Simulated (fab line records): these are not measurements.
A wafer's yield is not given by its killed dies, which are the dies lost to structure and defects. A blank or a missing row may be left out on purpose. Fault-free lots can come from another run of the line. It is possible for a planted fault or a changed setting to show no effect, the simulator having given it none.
Matching of chambers	flow n5_finfet	3 sister chambers for N5_BEOL_M11_CURE_72 on uv_cure-02
The step cures SiCOH lowk, time 120 s. 3 wafers are shown with their chamber, then 12 later ones without.

== EACH WAFER AND ITS CHAMBER ==
wafer	chamber	wafer_temp_C_max
L086.4	0	371.3
L087.5	2	371.2
L090.5	1	372.6

== WAFERS WITHOUT THEIR CHAMBER ==
wafer	wafer_temp_C_max
L093.1	372.6
L093.2	371.7
L093.4	371.3
L093.3	371.5
L093.5	371.1
L093.6	371.4
L095.1	372.1
L095.2	371.8
L095.3	371.6
L095.4	371.4
L095.5	372.2
L095.6	372.1

== WHICH CHAMBER EACH WENT THROUGH ==
wafer	from the rows above	in truth
L093.1	1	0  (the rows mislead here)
L093.2	can't be placed: 0 or 2 or 1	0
L093.4	can't be placed: 0 or 2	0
L093.3	can't be placed: 0 or 2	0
L093.5	can't be placed: 2 or 0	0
L093.6	can't be placed: 0 or 2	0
L095.1	can't be placed: 1 or 0 or 2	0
L095.2	can't be placed: 0 or 2 or 1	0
L095.3	can't be placed: 0 or 2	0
L095.4	can't be placed: 0 or 2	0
L095.5	can't be placed: 1 or 0 or 2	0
L095.6	can't be placed: 1 or 0 or 2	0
0 of 12 placed correctly. Not placeable from these rows: 11 (in 11, the candidates include the true chamber). Placed wrongly: 1.
How it was worked out, from the rows above alone: a wafer's distance from a chamber is the root of the sum, over the readings, of the square of ((its reading less the chamber's mean) divided by the reading's scatter). The wafer belongs to the nearest chamber; if the next one is less than 2 further off, it can't be placed. A chamber's mean is the mean of its shown wafers. The scatter: with one shown wafer a chamber, the root of the mean of the squares of how far each hidden wafer lies from its nearest shown one.
